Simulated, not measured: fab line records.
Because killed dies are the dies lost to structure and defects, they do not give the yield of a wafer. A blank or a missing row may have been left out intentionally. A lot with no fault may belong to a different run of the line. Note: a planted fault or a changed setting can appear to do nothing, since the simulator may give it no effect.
Matching of chambers / flow n5 finfet / rie diel-01 running N5_BEOL_M9_ETCH_65: 4 sister chambers
The step etches SiARC in CF4, target depth 15.6 nm, time 26 s. 4 wafers are shown with their chamber, then 9 later ones without.

== WAFERS, EACH WITH ITS CHAMBER ==
wafer=L084.3; chamber=0; showerhead plenum p Torr (Torr)=2.25
wafer=L084.6; chamber=1; showerhead plenum p Torr (Torr)=2.25
wafer=L089.1; chamber=3; showerhead plenum p Torr (Torr)=2.16
wafer=L089.5; chamber=2; showerhead plenum p Torr (Torr)=2.10

== WAFERS WITHOUT THEIR CHAMBER ==
wafer=L091.2; showerhead plenum p Torr (Torr)=2.10
wafer=L091.4; showerhead plenum p Torr (Torr)=2.16
wafer=L091.5; showerhead plenum p Torr (Torr)=2.25
wafer=L094.2; showerhead plenum p Torr (Torr)=2.16
wafer=L094.3; showerhead plenum p Torr (Torr)=2.24
wafer=L094.5; showerhead plenum p Torr (Torr)=2.25
wafer=L097.1; showerhead plenum p Torr (Torr)=2.24
wafer=L097.2; showerhead plenum p Torr (Torr)=2.15
wafer=L097.3; showerhead plenum p Torr (Torr)=2.25

== WHICH CHAMBER EACH ONE RAN IN ==
wafer=L091.2; from the rows above=2; in truth=2
wafer=L091.4; from the rows above=3; in truth=3
wafer=L091.5; from the rows above=can't be placed: 0 or 1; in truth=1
wafer=L094.2; from the rows above=3; in truth=3
wafer=L094.3; from the rows above=can't be placed: 0 or 1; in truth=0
wafer=L094.5; from the rows above=can't be placed: 0 or 1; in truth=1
wafer=L097.1; from the rows above=can't be placed: 0 or 1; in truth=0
wafer=L097.2; from the rows above=3; in truth=3
wafer=L097.3; from the rows above=can't be placed: 0 or 1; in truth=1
4 of 9 placed correctly. Cannot be placed on the basis of these rows: 5; the candidates contain the true chamber in 5. Wrongly placed: 0.
How it was worked out, from the rows above alone: a wafer's distance from a chamber is the root of the sum, over the readings, of the square of ((its reading less the chamber's mean) divided by the reading's scatter). The wafer belongs to the nearest chamber; if the next one is less than 2 further off, it can't be placed. The mean given for a chamber averages the wafers shown for that chamber. The scatter: with one shown wafer a chamber, the root of the mean of the squares of how far each hidden wafer lies from its nearest shown one.
